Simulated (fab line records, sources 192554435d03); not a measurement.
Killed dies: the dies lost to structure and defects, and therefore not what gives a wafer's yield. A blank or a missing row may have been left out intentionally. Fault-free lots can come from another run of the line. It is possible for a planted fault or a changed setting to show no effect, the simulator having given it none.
fab line records	flow n5Finfet
[record] lots = 14	wafers = 39	lastDay = 17
route steps=1938 shown GATE_CUT@468
lots that met no fault: from a run of the same line without faults
startH: start of the lot's first displayed wafer, in hours after the record's first day	waitH: time in hours since the lot's previous step	" same as the row above	L1.1+2: several wafers, shown together as one row	- no value, or no start given	* or withheld: withheld	< > ~ a bound
route shown NAME@n: NAME is a module with steps in the file, n the number in the route of the first one	usual: mean and standard deviation over wafers with no fault	same: alike in all rows	chamber/n: place in a boat	sites: readings site by site	_std_site: their standard deviation	_edge_site: mean of outer sites minus mean of inner sites	radiusMm: how far each site lies from the wafer's centre	mask NAME#n: copy n	behind: tool/chamber where the wafer was last shaped	hold: the reason the lot was held/the length of the hold in hours/how it ended	device: which transistor (n, p or np) failed to switch	end of line: the route-end tests of the same wafers	a step without rows: its recipe alone	killed: at the first sort, the dies lost to defects and structure; wafer yield is something else	map: a wafer's dies, marking killed ones x, the rest . and places with no die _
set.NAME: the setting the step ran with; set.NAME@STEP: the setting that earlier step ran with	model.NAME: the simulator's own value behind a step, which no gauge read
a sample of lots followed through the steps of the route, with each step as a table and each wafer as a row
services: a tool's chamber out of use, with start hour (startH, from the record's first day; less than 0 if before it), hours out, and reason
[[steps]]
[step N5_GATE_CUT_VAPOR_ETCH_60]
[recipe] chemistry = BCl3/Cl2	target = HfO2	mode = isotropic
[usual] drypumpMotorCurrentA = 5.45/0.24	oesProductAu = 0.81/0.1
lot.wafer	tool	chamber	startH	waitH	drypumpMotorCurrentA	oesProductAu
L196.1	rieMetal-03	0	80.58	0.0	5.44	0.83
L196.2	"	1	"	"	5.83	0.58
L196.3	"	0	"	"	5.46	0.83
L198.2	rieMetal-01	1	93.59	0.0	5.35	0.87
L198.5	"	1	"	"	5.37	0.87
L198.6	"	0	"	"	5.46	0.70
L200.2	rieMetal-02	0	101.39	0.1	5.62	0.80
L200.4	"	0	"	"	5.64	0.80
L200.6	"	0	"	"	5.63	0.80
L208.2	rieMetal-02	1	151.52	0.0	5.04	0.96
L208.3	"	1	"	"	5.03	0.98
L208.4	"	0	"	"	5.63	0.79
L207.1	rieMetal-01	0	154.70	0.0	5.46	0.69
L207.4	"	0	"	"	5.48	0.70
L207.5	"	1	"	"	5.37	0.85
L210.2	rieMetal-03	0	162.49	0.0	5.43	0.83
L210.4	"	1	"	"	5.85	0.95
L210.6	"	1	"	"	5.84	0.94
L211.2	rieMetal-03	0	169.72	0.0	5.45	0.81
L211.3	"	0	"	"	5.45	0.81
L211.6	"	1	"	"	5.85	0.93
L212.4	rieMetal-03	0	177.46	0.0	5.44	0.81
L212.6	"	0	"	"	5.46	0.81
L213.1	rieMetal-02	1	182.53	0.0	5.06	0.94
L213.2	"	0	"	"	5.64	0.78
L214.1	rieMetal-01	1	189.30	0.0	5.33	0.83
L214.2	"	0	"	"	5.42	0.69
L215.1	rieMetal-02	0	196.46	0.0	5.64	0.77
L215.3	"	1	"	"	5.06	0.93
L215.4	"	0	"	"	5.62	0.77
L216.4	rieMetal-02	0	201.06	0.0	5.61	0.76
L216.5	"	0	"	"	5.57	0.77
L216.6	"	1	"	"	5.04	0.93
L217.2	rieMetal-01	0	207.70	0.0	5.47	0.67
L217.3	"	0	"	"	5.45	0.68
L217.5	"	0	"	"	5.46	0.68
L219.3	rieMetal-02	1	219.11	0.0	5.05	0.91
L219.4	"	0	"	"	5.68	0.76
L219.6	"	0	"	"	5.65	0.76
[step N5_GATE_CUT_STRIP_59]
[recipe] chemistry = N2/H2	timeS = 20	powerW = 100	tempC = 40	pressureMtorr = 100	rfFrequencyHz = 6e+07	biasPowerW = 3	n2FlowSccm = 300	h2FlowSccm = 300
[usual] drypumpMotorCurrentA = 5.74/0.29	oesProductAu = 0.77/0.079	rfVppV = 45.3/0.77	showerheadPlenumPTorr = 3.37/0.097	tempC = 40.00/0.12	throttleValvePct = 12.30/0.18
lot.wafer	tool	chamber	startH	waitH	drypumpMotorCurrentA	oesProductAu	rfHoursCounterH	rfVppV	showerheadPlenumPTorr	tempC	throttleValvePct
L196.1	rieDiel-05	0	80.73	0.1	5.88	0.80	114	45.0	3.25	40.11	12.25
L196.2	"	3	"	"	6.12	0.69	237	44.9	3.20	39.90	12.73
L196.3	"	2	"	"	5.59	0.91	28	46.4	3.44	40.03	11.92
L198.2	rieDiel-06	2	93.75	0.1	5.54	0.72	183	45.1	3.37	39.94	12.23
L198.5	"	1	"	"	5.91	0.75	-	45.2	3.52	40.06	12.31
L198.6	"	0	"	"	5.84	0.75	-	44.9	3.36	40.11	12.30
L200.2	rieDiel-05	2	101.56	0.1	5.60	0.89	34	44.1	3.43	40.08	11.95
L200.4	"	0	"	"	5.85	0.79	119	43.7	3.25	39.80	12.24
L200.6	"	0	"	"	5.85	0.79	-	44.8	3.25	40.14	12.25
L208.2	rieDiel-03	3	151.67	0.1	5.27	0.75	169	45.0	3.37	40.02	12.37
L208.3	"	0	"	"	5.40	0.71	189	45.5	3.36	40.03	12.46
L208.4	"	1	"	"	6.23	0.71	-	45.8	3.23	39.99	12.44
L207.1	rieDiel-03	0	154.86	0.1	5.40	0.71	190	46.5	3.36	40.00	12.46
L207.4	"	1	"	"	6.24	0.71	-	45.2	3.23	40.27	12.45
L207.5	"	0	"	"	5.40	0.71	-	44.2	3.36	39.90	12.44
L210.2	rieDiel-06	0	162.64	0.1	5.84	0.73	147	45.5	3.35	39.94	12.36
L210.4	"	2	"	"	5.54	0.71	203	44.4	3.36	39.92	12.28
L210.6	"	3	"	"	5.81	0.91	-	45.0	3.44	39.96	12.20
L211.2	rieDiel-03	0	169.88	0.1	5.41	0.71	196	46.5	3.36	39.98	12.47
L211.3	"	3	"	"	5.29	0.74	176	45.8	3.37	40.16	12.39
L211.6	"	2	"	"	5.56	0.94	-	46.1	3.60	40.03	11.89
L212.4	rieDiel-06	2	177.60	0.1	5.54	0.70	207	45.4	3.36	39.84	12.28
L212.6	"	2	"	"	5.54	0.70	-	45.0	3.36	39.89	12.29
L213.1	rieDiel-06	0	182.68	0.1	5.84	0.73	153	44.1	3.35	39.77	12.39
L213.2	"	1	"	"	5.90	0.72	172	45.6	3.51	39.99	12.39
L214.1	rieDiel-05	0	189.46	0.1	5.87	0.77	149	43.9	3.24	40.01	12.34
L214.2	"	1	"	"	5.76	0.74	164	45.9	3.35	40.22	12.04
L215.1	rieDiel-06	2	196.61	0.1	5.53	0.70	213	45.3	3.36	39.96	12.30
L215.3	"	0	"	"	5.84	0.72	156	44.6	3.35	39.93	12.39
L215.4	"	1	"	"	5.92	0.71	176	45.0	3.51	40.14	12.38
L216.4	rieDiel-06	2	201.20	0.1	5.54	0.69	214	45.9	3.36	40.17	12.30
L216.5	"	0	"	"	5.85	0.72	-	45.9	3.35	39.90	12.38
L216.6	"	3	"	"	5.78	0.91	-	45.3	3.44	40.04	12.21
L217.2	rieDiel-05	0	207.85	0.1	5.86	0.76	154	44.8	3.23	39.78	12.34
L217.3	"	1	"	"	5.74	0.73	169	44.6	3.35	40.06	12.06
L217.5	"	1	"	"	5.76	0.72	-	45.2	3.35	39.88	12.05
L219.3	rieDiel-03	1	219.29	0.1	6.24	0.70	202	46.2	3.22	39.98	12.52
L219.4	"	0	"	"	5.40	0.70	-	45.4	3.35	39.97	12.50
L219.6	"	1	"	"	6.25	0.70	-	44.8	3.22	39.93	12.51
[step N5_GATE_CUT_DEVELOP_12]
[recipe] developTimeS = 30	developer = TMAH	resist = CAR-EUV	rinseLiquid = surfactantRinse	dry = airSpin	devTempC = 23
[usual] chillPlateTempC = 22.99/0.11	developTimeS = 30/0
lot.wafer	tool	chamber	startH	waitH	chillPlateTempC	developTimeS
L196.1	lithoTrack-01	0	84.96	-	22.92	30
L196.2	"	0	"	"	22.85	30
L196.3	"	0	"	"	22.85	30
L198.2	lithoTrack-03	0	97.32	-	23.03	30
L198.5	"	0	"	"	22.98	30
L198.6	"	0	"	"	22.89	30
L200.2	lithoTrack-04	0	104.70	-	23.02	30
L200.4	"	0	"	"	22.85	30
L200.6	"	0	"	"	22.99	30
L208.2	lithoTrack-04	-	154.89	-	-	-
L208.3	"	-	"	"	-	-
L208.4	"	-	"	"	-	-
L207.1	lithoTrack-03	-	157.95	-	-	-
L207.4	"	-	"	"	-	-
L207.5	"	-	"	"	-	-
L210.2	lithoTrack-04	0	165.73	-	23.04	30
L210.4	"	0	"	"	23.06	30
L210.6	"	0	"	"	22.97	30
L211.2	lithoTrack-04	0	173.09	-	22.87	30
L211.3	"	0	"	"	22.87	30
L211.6	"	0	"	"	22.97	30
L212.4	lithoTrack-03	0	182.17	-	22.98	30
L212.6	"	0	"	"	23.05	30
L213.1	lithoTrack-04	0	186.64	-	23.04	30
L213.2	"	0	"	"	22.98	30
L214.1	lithoTrack-04	0	193.07	-	23.09	30
L214.2	"	0	"	"	23.05	30
L215.1	lithoTrack-04	0	199.82	-	22.92	30
L215.3	"	0	"	"	22.96	30
L215.4	"	0	"	"	22.93	30
L216.4	lithoTrack-04	0	204.30	-	22.85	30
L216.5	"	0	"	"	22.93	30
L216.6	"	0	"	"	23.11	30
L217.2	lithoTrack-01	0	210.95	-	23.02	30
L217.3	"	0	"	"	23.07	30
L217.5	"	0	"	"	23.18	30
L219.3	lithoTrack-03	0	222.38	-	22.76	30
L219.4	"	0	"	"	22.88	30
L219.6	"	0	"	"	22.91	30
[step N5_GATE_CUT_ETCH_37]
[recipe] chemistry = N2/H2	target = SOC	targetDepthA = 600	overetchA = 120	maskMaterial = SiARC	tempC = 40	timeS = 90	ionEnergyEv = 200	pressureMtorr = 30	sourceW = 840	biasW = 150	n2FlowSccm = 200	h2FlowSccm = 200
[usual] drypumpMotorCurrentA = 5.7/0.31	oesProductAu = 0.68/0.056	rfVppV = 523.6/2.2	showerheadPlenumPTorr = 2.54/0.077	tempC = 39.98/0.13	throttleValvePct = 17.94/0.17
lot.wafer	tool	chamber	startH	waitH	drypumpMotorCurrentA	oesProductAu	rfHoursCounterH	rfVppV	showerheadPlenumPTorr	tempC	throttleValvePct
L196.1	rieDiel-05	3	85.22	0.0	6.1	0.61	239	520.5	2.40	40.06	18.35
L196.2	"	0	"	"	5.9	0.70	115	521.1	2.45	39.86	17.88
L196.3	"	2	"	"	5.6	0.79	30	525.2	2.59	39.96	17.60
L198.2	rieDiel-03	1	97.58	0.0	6.2	0.66	160	521.6	2.44	39.82	18.01
L198.5	"	2	"	"	5.5	0.61	-	520.7	2.40	40.15	18.05
L198.6	"	3	"	"	5.2	0.68	-	524.0	2.55	40.16	17.97
L200.2	rieDiel-06	3	104.97	0.0	5.8	0.83	16	525.3	2.60	39.84	17.96
L200.4	"	2	"	"	5.5	0.64	187	524.2	2.54	40.14	17.85
L200.6	"	3	"	"	5.8	0.84	-	525.4	2.60	39.75	17.95
L208.2	rieDiel-03	0	155.15	0.0	5.4	0.65	190	523.0	2.53	39.91	18.10
L208.3	"	3	"	"	5.2	0.68	169	524.8	2.54	39.97	18.02
L208.4	"	0	"	"	5.4	0.64	-	523.2	2.53	39.92	18.12
L207.1	rieDiel-03	0	158.22	0.0	5.4	0.64	192	523.9	2.53	39.75	18.11
L207.4	"	1	"	"	6.2	0.64	-	518.8	2.43	39.99	18.04
L207.5	"	3	"	"	5.3	0.66	-	524.0	2.54	39.96	18.02
L210.2	rieDiel-06	2	166.21	0.0	5.5	0.62	205	522.8	2.53	40.01	17.88
L210.4	"	1	"	"	5.9	0.67	167	526.7	2.65	40.02	17.96
L210.6	"	1	"	"	5.9	0.67	-	526.3	2.65	39.97	17.95
L211.2	rieDiel-06	0	173.35	0.0	5.9	0.66	150	523.8	2.52	39.89	18.02
L211.3	"	3	"	"	5.8	0.80	36	524.6	2.59	39.99	17.97
L211.6	"	0	"	"	5.8	0.66	-	523.5	2.52	39.82	18.00
L212.4	rieDiel-05	2	182.42	0.0	5.6	0.76	56	525.8	2.58	39.88	17.66
L212.6	"	0	"	"	5.8	0.68	-	520.7	2.43	39.95	17.93
L213.1	rieDiel-05	2	186.91	0.0	5.6	0.75	58	523.5	2.58	39.87	17.66
L213.2	"	0	"	"	5.9	0.67	147	521.2	2.43	39.92	17.93
L214.1	rieDiel-03	3	193.33	0.0	5.3	0.67	182	523.5	2.53	39.93	18.04
L214.2	"	0	"	"	5.4	0.64	202	524.0	2.53	40.16	18.12
L215.1	rieDiel-06	2	200.10	0.0	5.5	0.63	214	521.9	2.53	40.02	17.89
L215.3	"	1	"	"	5.9	0.66	177	524.7	2.65	39.97	17.97
L215.4	"	3	"	"	5.8	0.79	43	525.1	2.59	40.17	18.00
L216.4	rieDiel-05	0	204.56	0.0	5.8	0.67	152	520.9	2.43	39.99	17.94
L216.5	"	2	"	"	5.6	0.74	-	524.9	2.58	40.24	17.66
L216.6	"	1	"	"	5.7	0.65	-	523.1	2.52	39.82	17.51
L217.2	rieDiel-03	2	211.32	0.0	5.5	0.79	16	526.4	2.71	39.94	17.64
L217.3	"	0	"	"	5.4	0.64	207	523.5	2.52	39.94	18.12
L217.5	"	1	"	"	6.2	0.63	-	520.2	2.42	40.06	18.08
L219.3	rieDiel-06	2	223.66	0.0	5.5	0.62	221	523.8	2.53	39.94	17.92
L219.4	"	0	"	"	5.8	0.65	164	522.4	2.52	40.11	18.03
L219.6	"	3	"	"	5.8	0.78	-	523.0	2.59	40.17	18.01
[[services]]
tool	chamber	startH	hours	kind
rieDiel-05	0	58.55	9.7	repair
rieMetal-02	-	67.25	2.8	pm
rieDiel-03	-	76.83	0.6	repair
rieDiel-06	2	78.81	9.3	repair
rieMetal-03	-	95.55	0.6	repair
rieMetal-02	1	96.61	-	clean
rieMetal-02	1	96.61	25.2	scheduledDown
rieMetal-02	1	96.61	25.2	ventCycle
rieDiel-03	2	100.80	22.0	repair
rieMetal-03	1	103.36	-	clean
rieMetal-03	1	103.36	15.9	scheduledDown
rieMetal-03	1	103.36	15.9	ventCycle
rieDiel-06	1	113.13	2.7	repair
rieDiel-03	2	125.25	-	clean
rieDiel-03	2	125.25	-	consumableReplace:focusRing
rieDiel-03	2	125.25	-	consumableReplace:showerhead
rieDiel-03	2	125.25	35.9	scheduledDown
rieDiel-03	2	125.25	35.9	ventCycle
rieDiel-05	3	126.60	-	clean
rieDiel-05	3	126.60	-	consumableReplace:focusRing
rieDiel-05	3	126.60	-	consumableReplace:showerhead
rieDiel-05	2	147.57	7.4	repair
lithoTrack-01	-	177.34	-	consumableReplace:filter
rieDiel-03	2	214.25	38.8	repair
[[key]]
[firstSign] step = N5_GATE_CUT_DEVELOP_12	reading = toolRecord	direction = missing
effect none on later readings
metAt N5_GATE_CUT_DEVELOP_12
struckLots L207,L208
laterRowsLeftOut L207.1,L207.4,L207.5,L208.2,L208.3,L208.4
sortLeftOut L207.1,L207.4,L207.5,L208.2,L208.3,L208.4
testerLeftOut L207,L208
notActingAt N5_GATE_CUT_VAPOR_ETCH_60,N5_GATE_CUT_STRIP_59,N5_GATE_CUT_ETCH_37
onsetBetween 104.70 154.89
[fault] kind = skippedStepWhole	tool = lithoTrack-03,lithoTrack-04	chamber = -	onsetH = 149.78	steps = N5_GATE_CUT_DEVELOP_12	scope = struckLotsOnly
// testerLeftOut: of these lots the tester's yield and bins aren't shown, on N5 and GAA mostly nor the transistor test; their killed dies are dies lost to structure and defects alone, not to doping, threshold or leakage, so they don't give the yield
// sortLeftOut: the simulated sort isn't trusted on such a fault, so these wafers' sort isn't shown, and their yield isn't known
// laterRowsLeftOut: the simulator's readings of these wafers behind a module that went badly wrong aren't trusted and aren't shown, but for the sort
